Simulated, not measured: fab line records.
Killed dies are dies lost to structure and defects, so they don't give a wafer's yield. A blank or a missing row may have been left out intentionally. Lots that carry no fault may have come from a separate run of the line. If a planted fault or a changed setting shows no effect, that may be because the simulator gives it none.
fab line records ; flow nand_harc
record: lots: 12; wafers: 36; last_day: 34
route steps=1302 shown A_M1@1191 A_BONDPAD@1223 THIN_TSV@1263 END@1302
lots that met no fault: taken from a fault-free run of the same line
start_h: start of the lot's first displayed wafer, in hours after the record's first day ; wait_h: how many hours have passed since the lot's step before this one ; " repeats the value in the row above ; L1.1+2: several wafers, shown together as one row ; - no value, or no start given ; * or withheld: withheld ; < > ~ a bound
route shown NAME@n: NAME is a module with steps in the file, n the number in the route of the first one ; usual: average and standard deviation across the fault-free wafers ; same: alike in all rows ; chamber/n: place in a boat ; sites: each site's reading ; _std_site: standard deviation of those values ; _edge_site: the outer-site mean with the inner-site mean subtracted ; radius_mm: for every site, how far away it sits from the centre of the wafer ; mask NAME#n: copy n ; behind: the most recent tool/chamber to have shaped the wafer ; hold: cause of the lot's hold/its duration in hours/its outcome ; device: the n, p or np transistor that did not switch ; end of line: the tests these same wafers got at the end of their route ; where a step has no rows: the recipe by itself ; killed: the dies lost at the first sort to structure and to defects; this is not the yield of the wafer ; map: per-die view of a wafer (x killed, . not killed, _ where there is no die)
set.NAME: the setting as run; set.NAME@STEP: as run at that earlier step ; model.NAME: the simulator's own value behind a step, which no gauge read
steps of the route over a sample of lots; a table a step, a row a wafer
services: when a tool's chamber went out of use (start_h, in hours from the record's first day, below 0 if earlier), for how many hours, and the reason
== steps ==
step: NHARC_A_M1_PVD_20
recipe: target_thk_a: 50; bias_v: 168.6; power_w: 15000; chamber_pressure_pa: 0.12; time_s: 8.06; substrate_temp_c: 50; material: TaN
usual: throttle_valve_pct: 30.6/0.75
lot.wafer;tool;chamber;start_h;wait_h;throttle_valve_pct
L277.2;pvd_sputter-01;-;516.85;-;29.7
L277.3;pvd_sputter-01;-;516.85;-;30.6
L277.1;pvd_sputter-01;-;516.85;-;32.5
L279.1;pvd_sputter-02;-;542.83;-;30.7
L279.6;pvd_sputter-02;-;542.83;-;31.1
L279.5;pvd_sputter-02;-;542.83;-;31.0
L281.3;pvd_sputter-03;-;557.48;-;30.2
L281.5;pvd_sputter-03;-;557.48;-;31.2
L281.6;pvd_sputter-03;-;557.48;-;30.2
L282.1;pvd_sputter-02;-;561.05;-;30.9
L282.5;pvd_sputter-02;-;561.05;-;31.0
L282.6;pvd_sputter-02;-;561.05;-;30.5
L283.4;pvd_sputter-03;-;599.50;-;31.4
L283.1;pvd_sputter-03;-;599.50;-;30.7
L283.5;pvd_sputter-03;-;599.50;-;31.6
L288.4;pvd_sputter-02;-;648.81;-;30.0
L288.2;pvd_sputter-02;-;648.81;-;30.4
L288.5;pvd_sputter-02;-;648.81;-;29.7
L293.3;pvd_sputter-03;-;677.63;-;30.6
L293.4;pvd_sputter-03;-;677.63;-;31.0
L293.5;pvd_sputter-03;-;677.63;-;30.1
L297.3;pvd_sputter-02;-;720.73;-;30.3
L297.4;pvd_sputter-02;-;720.73;-;30.8
L297.1;pvd_sputter-02;-;720.73;-;29.9
L296.4;pvd_sputter-02;-;721.31;-;30.4
L296.1;pvd_sputter-02;-;721.31;-;29.8
L296.5;pvd_sputter-02;-;721.31;-;30.5
L298.2;pvd_sputter-01;-;727.05;-;29.2
L298.3;pvd_sputter-01;-;727.05;-;30.2
L298.6;pvd_sputter-01;-;727.05;-;32.6
L299.4;pvd_sputter-02;-;752.07;-;30.9
L299.6;pvd_sputter-02;-;752.07;-;30.5
L299.5;pvd_sputter-02;-;752.07;-;30.0
L300.4;pvd_sputter-03;-;774.49;-;30.7
L300.2;pvd_sputter-03;-;774.49;-;30.2
L300.1;pvd_sputter-03;-;774.49;-;31.6
step: NHARC_A_BONDPAD_ETCH_24
recipe: target_depth_a: 300; over_etch_frac: 0.3; time_s: 72.99; ion_energy_ev: 150; cf4_flow_sccm: 50; n2_flow_sccm: 100; ar_flow_sccm: 150; rf_w: 300; bias_w: 100; chemistry: CF4/N2
usual: drypump_motor_current_A: 5.9/0.42; oes_product_au: 0.999/0.0065; rf_fwd_power_W: 297.1/1.1; rf_vpp_V: 314.8/1.9; showerhead_plenum_p_Torr: 2.67/0.11; throttle_valve_pct: 19.795/0.0096
same: over_etch_frac: 0.3
lot.wafer;tool;chamber;start_h;wait_h;drypump_motor_current_A;oes_product_au;rf_fwd_power_W;rf_hours_counter_h;rf_vpp_V;showerhead_plenum_p_Torr;throttle_valve_pct
L277.1;rie_diel-12;1;-;-;6.5;1.000;298.3;2;315.0;2.74;19.783
L277.2;rie_diel-12;2;-;-;5.8;0.992;296.3;3;315.4;2.66;19.799
L277.3;rie_diel-12;3;-;-;5.5;1.006;297.8;3;311.5;2.49;19.790
L279.1;rie_diel-03;0;-;-;6.1;0.982;297.9;26;317.8;2.80;19.803
L279.6;rie_diel-03;3;-;-;6.1;1.017;297.3;-;314.5;2.68;19.807
L279.5;rie_diel-03;0;-;-;6.2;0.990;296.7;-;316.9;2.80;19.780
L281.3;rie_diel-12;0;-;-;6.1;0.995;297.4;4;315.7;2.80;19.785
L281.5;rie_diel-12;2;-;-;5.9;0.998;296.3;-;315.7;2.66;19.802
L281.6;rie_diel-12;3;-;-;5.5;0.990;296.3;-;312.4;2.49;19.795
L282.1;rie_diel-12;1;-;-;6.5;1.011;298.1;4;316.8;2.74;19.792
L282.6;rie_diel-12;1;-;-;6.5;1.000;296.8;-;318.0;2.74;19.813
L282.5;rie_diel-12;2;-;-;5.9;0.995;296.8;-;315.9;2.66;19.786
L283.1;rie_diel-12;1;-;-;6.6;1.004;296.8;5;317.1;2.74;19.807
L283.4;rie_diel-12;2;-;-;5.8;1.001;298.1;6;314.8;2.66;19.790
L283.5;rie_diel-12;1;-;-;6.5;1.006;296.9;-;315.5;2.74;19.777
L288.2;rie_diel-12;1;-;-;6.5;0.998;297.9;1;316.4;2.74;19.773
L288.4;rie_diel-12;2;-;-;5.9;1.000;298.5;0;314.0;2.66;19.805
L288.5;rie_diel-12;1;-;-;6.6;0.998;299.0;-;314.9;2.74;19.798
L293.4;rie_diel-12;1;-;-;6.5;1.003;298.6;2;316.3;2.74;19.808
L293.3;rie_diel-12;2;-;-;5.8;0.997;296.0;1;315.6;2.66;19.797
L293.5;rie_diel-12;1;-;-;6.5;1.006;299.0;-;316.1;2.74;19.810
L297.3;rie_diel-12;2;-;-;5.8;0.998;295.2;2;313.9;2.66;19.798
L297.1;rie_diel-12;3;-;-;5.5;1.002;298.8;3;313.0;2.49;19.797
L297.4;rie_diel-12;1;-;-;6.6;1.005;297.8;3;315.3;2.74;19.797
L296.4;rie_diel-11;3;-;-;5.8;0.999;294.0;19;315.5;2.74;19.794
L296.1;rie_diel-11;0;-;-;4.9;0.999;299.5;16;313.6;2.53;19.797
L296.5;rie_diel-11;2;-;-;5.8;1.016;297.3;-;314.4;2.55;19.800
L298.3;rie_diel-12;0;-;-;6.1;1.002;296.7;3;318.0;2.80;19.787
L298.2;rie_diel-12;2;-;-;5.8;1.000;296.5;2;316.1;2.66;19.794
L298.6;rie_diel-12;1;-;-;6.5;0.996;297.8;-;315.7;2.74;19.779
L299.4;rie_diel-11;1;-;-;5.7;1.010;296.3;24;314.8;2.69;19.781
L299.5;rie_diel-11;0;-;-;4.9;0.985;298.6;-;311.8;2.52;19.785
L299.6;rie_diel-11;1;-;-;5.8;1.005;296.1;-;315.9;2.69;19.772
L300.1;rie_diel-11;1;-;-;5.7;0.994;296.3;28;313.1;2.69;19.794
L300.4;rie_diel-11;2;-;-;5.8;0.999;297.6;30;313.0;2.54;19.796
L300.2;rie_diel-11;3;-;-;5.8;1.001;295.6;28;315.5;2.74;19.786
step: NHARC_A_BONDPAD_PVD_17
recipe: target_thk_a: 50; bias_v: 168.6; power_w: 15000; chamber_pressure_pa: 0.12; time_s: 8.06; substrate_temp_c: 50; material: TaN
usual: throttle_valve_pct: 30.7/0.93
lot.wafer;tool;chamber;start_h;wait_h;throttle_valve_pct
L277.2;pvd_sputter-01;-;-;-;29.3
L277.3;pvd_sputter-01;-;-;-;30.9
L277.1;pvd_sputter-01;-;-;-;32.6
L279.1;pvd_sputter-02;-;-;-;30.1
L279.5;pvd_sputter-02;-;-;-;30.4
L279.6;pvd_sputter-02;-;-;-;29.9
L281.3;pvd_sputter-03;-;-;-;31.7
L281.6;pvd_sputter-03;-;-;-;30.4
L281.5;pvd_sputter-03;-;-;-;31.5
L282.1;pvd_sputter-03;-;-;-;30.3
L282.5;pvd_sputter-03;-;-;-;30.2
L282.6;pvd_sputter-03;-;-;-;31.6
L283.4;pvd_sputter-03;-;-;-;30.8
L283.1;pvd_sputter-03;-;-;-;30.2
L283.5;pvd_sputter-03;-;-;-;30.6
L288.2;pvd_sputter-03;-;-;-;30.4
L288.4;pvd_sputter-03;-;-;-;30.7
L288.5;pvd_sputter-03;-;-;-;30.1
L293.3;pvd_sputter-03;-;-;-;30.8
L293.4;pvd_sputter-03;-;-;-;31.7
L293.5;pvd_sputter-03;-;-;-;30.7
L297.3;pvd_sputter-03;-;-;-;30.3
L297.4;pvd_sputter-03;-;-;-;30.5
L297.1;pvd_sputter-03;-;-;-;30.2
L296.4;pvd_sputter-01;-;-;-;32.4
L296.1;pvd_sputter-01;-;-;-;29.0
L296.5;pvd_sputter-01;-;-;-;31.1
L298.2;pvd_sputter-01;-;-;-;30.2
L298.3;pvd_sputter-01;-;-;-;30.7
L298.6;pvd_sputter-01;-;-;-;30.5
L299.4;pvd_sputter-01;-;-;-;30.1
L299.6;pvd_sputter-01;-;-;-;32.2
L299.5;pvd_sputter-01;-;-;-;29.0
L300.2;pvd_sputter-02;-;-;-;30.5
L300.4;pvd_sputter-02;-;-;-;30.3
L300.1;pvd_sputter-02;-;-;-;29.7
step: NHARC_THIN_TSV_ETCH_15
recipe: target_depth_a: 30000; bosch_target_overetch_cycles: 2; bosch_etch_step_s: 2.8; bosch_dep_step_s: 1.2; bosch_cycles: 14
usual: drypump_motor_current_A: 5.9/0.48
lot.wafer;tool;chamber;start_h;wait_h;drypump_motor_current_A;rf_hours_counter_h
L277.3;rie_si-02;3;533.79;-;6.6;0.4
L277.2;rie_si-02;0;533.79;-;6.1;0.3
L277.1;rie_si-02;2;533.79;-;5.7;0.4
L279.1;rie_si-02;2;565.26;-;5.7;0.6
L279.6;rie_si-02;2;565.26;-;5.7;-
L279.5;rie_si-02;3;565.26;-;6.6;-
L281.3;rie_si-01;3;577.28;-;5.8;0.2
L281.5;rie_si-01;2;577.28;-;6.3;-
L281.6;rie_si-01;3;577.28;-;5.8;-
L282.1;rie_si-04;3;579.57;-;6.5;0.4
L282.6;rie_si-04;2;579.57;-;5.9;-
L282.5;rie_si-04;3;579.57;-;6.4;-
L283.4;rie_si-01;0;704.85;-;4.9;0.8
L283.1;rie_si-01;1;704.85;-;5.5;0.7
L283.5;rie_si-01;1;704.85;-;5.5;-
L288.2;rie_si-01;3;710.93;-;5.8;1.0
L288.4;rie_si-01;0;710.93;-;4.9;0.9
L288.5;rie_si-01;3;710.93;-;5.8;-
L293.4;rie_si-01;0;713.15;-;4.9;0.9
L293.3;rie_si-01;1;713.15;-;5.5;0.8
L293.5;rie_si-01;1;713.15;-;5.5;-
L296.4;rie_si-04;3;747.96;-;6.5;0.3
L296.1;rie_si-04;2;747.96;-;5.8;0.4
L296.5;rie_si-04;0;747.96;-;6.0;-
L297.4;rie_si-01;0;749.28;-;4.9;0.1
L297.1;rie_si-01;2;749.28;-;6.3;0.0
L297.3;rie_si-01;3;749.28;-;5.8;0.1
L298.3;rie_si-02;3;750.48;-;6.5;0.9
L298.2;rie_si-02;1;750.48;-;6.1;0.7
L298.6;rie_si-02;3;750.48;-;6.5;-
L299.4;rie_si-04;0;771.23;-;5.9;0.4
L299.6;rie_si-04;2;771.23;-;5.8;-
L299.5;rie_si-04;3;771.23;-;6.4;-
L300.1;rie_si-01;0;793.62;-;4.9;0.3
L300.4;rie_si-01;2;793.62;-;6.3;0.3
L300.2;rie_si-01;3;793.62;-;5.8;0.3
step: NHARC_END_SORT_01
recipe: temp_c: 25
usual: defect_limited_yield: 89.9/2.6; killed_at_array: 63/18; killed_at_other: 1.1/1.3; killed_at_periphery: 4.3/2.8; killed_dies: 68/18; killed_open: 3.3/2; killed_short: 2.4/1.6
same: gross_dies: 677
lot.wafer;tool;chamber;start_h;wait_h;defect_limited_yield[%];killed_at_array;killed_at_other;killed_at_periphery;killed_dies;killed_open;killed_short
L281.3;prober-02;0;593.87;3.1;92.6;48;1;1;50;2;3
L281.5;prober-02;0;595.48;3.7;93.1;37;4;6;47;5;0
L281.6;prober-02;0;596.28;4.0;92.6;41;2;7;50;3;1
L288.2;prober-01;0;745.36;2.8;88.3;72;1;6;79;2;1
L288.4;prober-01;0;746.95;3.4;73.7;166;1;11;178;2;2
L288.5;prober-01;0;747.75;3.7;75.2;166;1;1;168;4;4
L293.3;prober-01;0;753.96;3.1;92.8;45;1;3;49;9;3
L293.4;prober-01;0;754.78;3.4;92.3;43;0;9;52;2;4
L293.5;prober-01;0;755.60;3.8;92.6;39;1;10;50;3;3
killed by level:class
L281.3 A_CHANNEL_HOLE_D2:chamber_film_flake=32 A_STAIRCASE:chamber_film_flake=4 A_CHANNEL_HOLE_D1:chamber_film_flake=3 A_M0:geometric_particle:open=2 A_CONTACT:chamber_film_flake=2 A_SGD_CUT:geometric_particle:short=1 A_WL_FILL:geometric_particle:short=1 STARTING-WAFER:geometric_particle:short=1
L281.5 A_CHANNEL_HOLE_D2:chamber_film_flake=24 P_GATE:chamber_film_flake=4 A_CHANNEL_HOLE_D1:chamber_film_flake=3 THIN_TSV:chamber_film_flake=3 A_STAIRCASE:chamber_film_flake=2 A_CONTACT:chamber_film_flake=2 P_STI:geometric_particle:open=1 P_M0:geometric_particle:open=1
L281.6 A_CHANNEL_HOLE_D2:chamber_film_flake=30 A_CHANNEL_HOLE_D1:chamber_film_flake=5 P_GATE:geometric_particle:open=3 P_GATE:chamber_film_flake=3 A_WL_FILL:chamber_film_flake=2 THIN_TSV:chamber_film_flake=2 A_CHANNEL_FILL_D1:geometric_particle:short=1 P_M1:chamber_film_flake=1
L288.2 A_CHANNEL_HOLE_D1:chamber_film_flake=33 A_SLIT:chamber_film_flake=29 P_GATE:chamber_film_flake=5 A_STAIRCASE:chamber_film_flake=3 A_M0:geometric_particle:open=2 A_CONTACT:chamber_film_flake=2 A_CHANNEL_FILL_D2:geometric_particle:short=1 P_STI:chamber_film_flake=1
L288.4 A_M1:unspecified=96 A_CHANNEL_HOLE_D1:chamber_film_flake=30 A_SLIT:chamber_film_flake=22 P_GATE:chamber_film_flake=8 A_CONTACT:chamber_film_flake=5 A_WL_FILL:chamber_film_flake=4 A_STAIRCASE:chamber_film_flake=3 A_CHANNEL_FILL_D1:geometric_particle:open=1
L288.5 A_M1:unspecified=97 A_CHANNEL_HOLE_D1:chamber_film_flake=31 A_SLIT:chamber_film_flake=23 A_WL_FILL:chamber_film_flake=3 A_CONTACT:chamber_film_flake=3 P_M0:geometric_particle:short=1 A_ONON_D1:geometric_particle:open=1 A_ONON_D2:geometric_particle:short=1
L293.3 A_CHANNEL_HOLE_D2:chamber_film_flake=22 A_ONON_D1:geometric_particle:open=5 A_SLIT:chamber_film_flake=4 A_CHANNEL_HOLE_D1:chamber_film_flake=3 P_CONTACT:chamber_film_flake=2 A_CONTACT:chamber_film_flake=2 A_ONON_D1:geometric_particle:short=1 A_CHANNEL_FILL_D1:geometric_particle:short=1
L293.4 A_CHANNEL_HOLE_D2:chamber_film_flake=20 A_CONTACT:chamber_film_flake=9 P_CONTACT:chamber_film_flake=7 A_CHANNEL_HOLE_D1:chamber_film_flake=4 A_ONON_D2:geometric_particle:short=2 A_SLIT:chamber_film_flake=2 A_M0:chamber_film_flake=2 P_GATE:geometric_particle:short=1
L293.5 A_CHANNEL_HOLE_D2:chamber_film_flake=18 P_CONTACT:chamber_film_flake=9 A_CHANNEL_HOLE_D1:chamber_film_flake=7 A_CONTACT:chamber_film_flake=4 A_CHANNEL_FILL_D1:chamber_film_flake=2 A_ONON_D1:geometric_particle:open=1 A_CHANNEL_FILL_D1:geometric_particle:open=1 A_DECK1_JOINT:geometric_particle:short=1
== services ==
tool;chamber;start_h;hours;kind
rie_si-04;-;519.02;9.0;pm
rie_diel-12;0;521.91;13.5;repair
pvd_sputter-03;-;526.04;10.0;pm
rie_si-02;1;529.28;3.0;repair
pvd_sputter-01;-;534.15;0.6;repair
rie_diel-12;3;534.97;7.7;repair
rie_si-01;2;545.29;23.0;repair
rie_si-01;-;547.00;9.0;pm
rie_si-01;-;564.54;1.7;repair
rie_si-02;-;575.32;8.0;repair
pvd_sputter-01;-;584.46;10.0;pm
rie_diel-11;3;589.56;5.1;repair
rie_diel-12;-;622.40;9.0;pm
pvd_sputter-02;-;623.66;1.9;repair
pvd_sputter-02;-;638.31;10.0;pm
pvd_sputter-03;-;704.04;10.0;pm
rie_si-01;-;724.00;9.0;pm
pvd_sputter-03;-;730.93;4.5;repair
rie_diel-12;2;736.30;2.8;repair
pvd_sputter-03;-;759.40;1.8;repair
pvd_sputter-01;-;762.46;10.0;pm
rie_diel-12;-;767.67;0.5;repair
pvd_sputter-01;-;772.59;4.1;repair
rie_diel-12;0;793.56;12.5;repair
== key ==
first_sign: step: NHARC_END_SORT_01; reading: defect_limited_yield; direction: down; sigmas: 5.9; usual: 89.9; struck: 74.4
effect: step: NHARC_END_SORT_01; reading: killed_dies; direction: up; sigmas: 5.9; usual: 68; struck: 173
more_kills_born_at: NHARC_A_M1_PVD_20@pvd_sputter-02: 193
met_at NHARC_A_M1_PVD_20
struck_lots L288
struck_wafers L288.4,L288.5
not_acting_at NHARC_A_BONDPAD_ETCH_24,NHARC_A_BONDPAD_PVD_17,NHARC_THIN_TSV_ETCH_15
fault: kind: chamber_particle_source; tool: pvd_sputter-02; chamber: -; onset_h: 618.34; steps: NHARC_A_M1_PVD_20; rate_per_visit_cm2: 1.8549; end_h: 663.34; scope: struck_wafers_only
